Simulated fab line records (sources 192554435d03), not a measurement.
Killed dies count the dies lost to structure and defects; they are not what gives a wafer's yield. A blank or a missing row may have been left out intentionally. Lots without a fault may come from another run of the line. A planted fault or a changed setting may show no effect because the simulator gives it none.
fab line records | flow n5_finfet | part 2 of 2: steps 20 to 28 of 28
record: lots: 5 wafers: 15 last_day: 17
route steps=1938 shown BEOL_M6@1233
lots with no fault: from the same line, run without faults
start_h: hours from the record's opening day to when the first of the lot's shown wafers began | wait_h: hours from the lot's prior step to this one | " as in the row above | L1.1+2: a single row standing in for several wafers | - no value, or no start given | * or withheld: withheld | < > ~ a bound
route shown NAME@n: names a module that has steps shown in the file, with the first one's number in the route | usual: average and standard deviation across the fault-free wafers | same: alike in all rows | chamber/n: place in a boat | sites: each site's reading | _std_site: standard deviation across them | _edge_site: mean of outer sites minus mean of inner sites | radius_mm: how far each site lies from the wafer's centre | mask NAME#n: copy n | behind: the last tool/chamber to shape the wafer | hold: the reason the lot was held/the length of the hold in hours/how it ended | device: names the non-switching transistor (n, p or np) | end of line: the same wafers' tests at the end of the route | a step given without rows: its recipe and nothing more | killed: at the first sort, the dies lost to defects and structure; wafer yield is something else | map: per-die view of a wafer (x killed, . not killed, _ where there is no die)
set.NAME: the setting that was run; set.NAME@STEP: the one run at that earlier step | model.NAME: the simulator's own value behind a step, which no gauge read
certain route steps with their lots: each step a table, each wafer a row
services: the hour from which a tool's chamber was out of use, counted from the record's first day as start_h (under 0 if before that day), plus the number of hours and why
== steps ==
step: N5_BEOL_M6_SURFACE_TREAT_79
recipe: gas: Ar time_s: * ion_energy_ev: * ion_current_ma_cm2: 0.5 pressure_mtorr: * ar_flow_sccm: 30
usual: throttle_valve_pct: *
columns lot.wafer tool chamber start_h wait_h throttle_valve_pct
L076.1 pvd_sputter-02 - 225.41 1.5 *
L076.4 " - " " *
L076.6 " - " " *
L086.2 pvd_sputter-03 - 295.69 0.5 *
L086.3 " - " " *
L086.6 " - " " *
L089.1 pvd_sputter-03 - 300.43 0.2 *
L089.2 " - " " *
L089.5 " - " " *
L090.2 pvd_sputter-02 - 318.16 0.2 *
L090.3 " - " " *
L090.4 " - " " *
L093.1 pvd_sputter-02 - 326.73 0.2 *
L093.5 " - " " *
L093.6 " - " " *
step: N5_BEOL_M6_CVD_78
recipe: material: Co target_thk_a: 20 temp_c: withheld precursor: CCTBA/H2 pressure_torr: 30 time_s: 142.3
usual: chamber_pressure_Torr: 30.01/0.077
columns lot.wafer tool chamber start_h wait_h chamber_pressure_Torr
L076.1 cvd_co-02 0 225.47 0.0 30.03
L076.4 " 1 " " 29.97
L076.6 " 2 " " 30.05
L086.2 cvd_co-02 0 296.14 0.4 29.93
L086.3 " 2 " " 30.08
L086.6 " 0 " " 29.91
L089.1 cvd_co-02 1 300.50 0.0 29.98
L089.2 " 2 " " 29.83
L089.5 " 1 " " 30.12
L090.2 cvd_co-01 1 318.26 0.1 29.87
L090.3 " 2 " " 30.07
L090.4 " 2 " " 30.11
L093.1 cvd_co-02 1 326.85 0.1 29.98
L093.5 " 2 " " 30.03
L093.6 " 1 " " 29.94
step: N5_BEOL_M6_SPUTTER_48
recipe: material: Cu target_thk_a: 100 temp_c: -20 bias_v: 60 power_w: 26000 chamber_pressure_pa: 0.13 time_s: 1.667
usual: susceptor_temp_C: -20.00/0.098 throttle_valve_pct: 30.5/0.67
columns lot.wafer tool chamber start_h wait_h susceptor_temp_C throttle_valve_pct
L076.1 pvd_sputter-02 - 225.65 0.1 -20.22 30.1
L076.4 " - " " -20.00 30.8
L076.6 " - " " -20.02 31.1
L086.2 pvd_sputter-03 - 296.27 0.1 -20.08 30.4
L086.3 " - " " -19.91 29.2
L086.6 " - " " -19.89 29.5
L089.1 pvd_sputter-01 - 300.61 0.1 -19.93 30.5
L089.2 " - " " -19.98 31.0
L089.5 " - " " -19.92 31.3
L090.2 pvd_sputter-02 - 318.40 0.1 -19.91 30.0
L090.3 " - " " -20.06 30.2
L090.4 " - " " -20.06 31.0
L093.1 pvd_sputter-02 - 327.49 0.6 -20.01 31.3
L093.5 " - " " -19.87 30.9
L093.6 " - " " -20.04 29.9
step: N5_BEOL_M6_ECD_50
recipe: material: Cu target_thk_a: 3000
columns lot.wafer tool chamber start_h wait_h
L076.1+4+6 ecd_cu-02 1 225.76 0.1
L086.2+3+6 ecd_cu-02 1 296.39 0.1
L089.1+2+5 ecd_cu-01 0,1,1 300.73 0.1
L090.2+3+4 ecd_cu-01 1,0,1 318.52 0.1
L093.1+5+6 ecd_cu-01 0,1,0 327.61 0.1
step: N5_BEOL_M6_ANNEAL_51
recipe: temp_c: 225 time_s: 90 ambient: N2
usual: wafer_temp_C_max: 225.70/0.18
columns lot.wafer tool chamber start_h wait_h wafer_temp_C_max
L076.1 rtp_anneal-01 0 225.95 0.2 225.57
L076.4 " 0 " " 225.61
L076.6 " 0 " " 226.21
L086.2 rtp_anneal-01 0 296.94 0.5 225.75
L086.3 " 0 " " 225.63
L086.6 " 0 " " 225.70
L089.1 rtp_anneal-01 0 300.91 0.2 225.56
L089.2 " 0 " " 225.80
L089.5 " 0 " " 225.92
L090.2 rtp_anneal-02 0 319.32 0.8 225.42
L090.3 " 0 " " 225.46
L090.4 " 0 " " 225.36
L093.1 rtp_anneal-02 0 327.72 0.1 225.90
L093.5 " 0 " " 225.81
L093.6 " 0 " " 225.66
step: N5_BEOL_M6_CMP_52
recipe: stop_on: SiCOH_lowk t_overpolish_s: 6.9 down_force_psi: 1 platen_rpm: 50 clearing_platen_down_force_psi: 1.5 clearing_platen_rpm: 50 post_cmp_clean: cu_alkaline target_thk_nm: 80 clearing_platen_pad_velocity_m_s: 0.99484 pad_velocity_m_s: 0.99484
usual: barrier_field_endpoint_s: 29.1/0.62 clearing_platen_rpm: 50.002/0.025 head_pressure_psi: 1.0000/0.0023 motor_current_A: 5.8/0.61 overpolish_run_s: 6.899/0.0088 slurry_filter_dp_kPa: 13.50/0.13 time_to_endpoint_s: 63.8/2.4
columns lot.wafer tool chamber start_h wait_h barrier_field_endpoint_s clearing_platen_rpm head_pressure_psi motor_current_A overpolish_run_s slurry_filter_dp_kPa time_to_endpoint_s
L076.1 cmp-04 0 226.29 0.3 29.5 50.018 0.9983 5.0 6.883 13.72 65.7
L076.4 " 2 " " 29.9 49.990 1.0006 5.5 6.900 13.49 66.5
L076.6 " 0 " " 29.5 50.003 0.9971 4.9 6.901 13.52 65.1
L086.3 cmp-04 0 297.23 0.2 29.6 49.981 1.0015 4.9 6.907 13.51 62.8
L086.2 " 2 " " 29.3 49.948 0.9978 5.4 6.910 13.41 64.8
L086.6 " 0 " " 29.0 49.973 1.0017 4.7 6.910 13.59 63.3
L089.1 cmp-04 0 301.21 0.3 28.5 50.055 1.0032 5.0 6.903 13.41 64.5
L089.2 " 1 " " 28.7 49.976 1.0031 7.0 6.893 13.57 64.9
L089.5 " 0 " " 29.5 50.020 1.0047 4.8 6.900 13.52 63.5
L090.3 cmp-01 3 319.69 0.3 28.9 49.965 0.9979 5.6 6.890 13.63 63.6
L090.2 " 0 " " 29.6 50.024 1.0001 5.6 6.902 13.53 65.0
L090.4 " 1 " " 29.8 50.002 1.0010 6.5 6.908 13.39 64.7
L093.1 cmp-04 3 328.02 0.3 29.3 50.005 1.0023 6.0 6.897 13.60 64.0
L093.6 " 3 " " 29.1 49.990 1.0021 5.8 6.906 13.37 64.9
L093.5 " 0 " " 28.7 49.987 0.9966 4.9 6.906 13.60 61.6
step: N5_BEOL_M6_THK_MEAS_53
recipe: thk_meas_gauge: xrf reads: Cu_of_BEOL_M6_ECD_50
usual: M6_THK: 81.6/1.7
columns lot.wafer tool chamber start_h wait_h M6_THK[nm]
L076.1 film_metro-02 - 226.54 - 80.7
L076.4 " - " " 82.1
L076.6 " - " " 81.2
L086.2 film_metro-01 - 297.49 - 84.9
L086.3 " - " " 82.4
L086.6 " - " " 83.6
L089.1 film_metro-02 - 301.50 - 77.7
L089.2 " - " " 81.2
L089.5 " - " " 77.5
L090.2 film_metro-01 - 319.98 - 80.6
L090.3 " - " " 80.2
L090.4 " - " " 80.8
L093.1 film_metro-02 - 328.31 - 82.1
L093.5 " - " " 80.6
L093.6 " - " " 80.9
step: N5_BEOL_M6_PRE_CLEAN_55
recipe: gas: NH3 time_s: 15 temp_c: withheld rf_power_w: 300
columns lot.wafer tool chamber start_h wait_h
L076.1+4+6 pecvd-04 2,0,1 226.58 0.0
L086.2+3+6 pecvd-01 1,2,1 297.52 0.0
L089.1+2+5 pecvd-03 1,2,1 301.54 0.0
L090.2+3+4 pecvd-01 1,2,2 320.02 0.0
L093.1+5+6 pecvd-04 0,0,2 328.35 0.0
step: N5_BEOL_M6_DEP_56
recipe: material: SiCN target_thk_a: 100 temp_c: withheld precursor: 3MS/NH3 pressure_torr: 3 rf_w: 202 time_s: 17.5
usual: chamber_pressure_Torr: 3.000/0.0062 showerhead_plenum_p_Torr: 3.661/0.012 showerhead_vpp_V: 866/41 throttle_valve_pct: 9.2/0.6
columns lot.wafer tool chamber start_h wait_h chamber_pressure_Torr showerhead_plenum_p_Torr showerhead_vpp_V throttle_valve_pct
L076.1 pecvd-04 2 226.60 0.0 2.996 3.653 777 9.5
L076.4 " 0 " " 3.000 3.683 909 9.4
L076.6 " 1 " " 2.998 3.664 900 8.5
L086.2 pecvd-01 1 297.55 0.0 3.000 3.658 859 10.2
L086.3 " 2 " " 3.007 3.676 916 8.5
L086.6 " 1 " " 2.999 3.656 863 10.4
L089.1 pecvd-03 1 301.58 0.0 2.990 3.656 859 8.7
L089.2 " 2 " " 3.006 3.643 855 8.8
L089.5 " 1 " " 3.009 3.655 846 8.8
L090.2 pecvd-01 1 320.04 0.0 3.006 3.652 863 10.5
L090.3 " 2 " " 3.004 3.671 903 8.7
L090.4 " 2 " " 3.001 3.689 902 8.4
L093.1 pecvd-04 0 328.37 0.0 2.985 3.692 893 9.1
L093.5 " 0 " " 3.003 3.677 892 9.6
L093.6 " 2 " " 2.989 3.650 772 9.3
== services ==
columns tool chamber start_h hours kind
cvd_co-01 - 210.62 0.6 repair
pecvd-03 2 212.06 18.9 repair
ald_metal-03 1 216.19 3.5 repair
cmp-04 - 216.84 2.2 repair
wet_bench-04 - 218.60 2.1 repair
wet_bench-03 - 218.99 4.4 pm
ald_metal-01 3 230.30 46.8 repair
cmp-04 - 233.82 0.3 repair
cvd_co-01 - 239.13 65.6 repair
cmp-01 - 240.51 0.3 repair
wet_bench-04 - 242.27 1.9 pm
cmp-04 - 264.04 5.4 repair
rie_diel-01 0 264.71 3.7 repair
cmp-01 - 265.45 0.5 repair
cvd_co-02 2 266.37 19.5 repair
uv_cure-02 - 269.60 5.0 repair
pecvd-03 - 270.21 0.6 repair
pecvd-04 0 282.82 14.2 repair
uv_cure-03 - 284.35 6.0 pm
pvd_sputter-02 - 295.39 5.2 repair
pecvd-03 0 296.00 7.2 repair
cmp-04 - 316.71 4.0 pm
pecvd-03 2 318.15 4.3 repair
cvd_co-02 0 322.10 5.2 repair
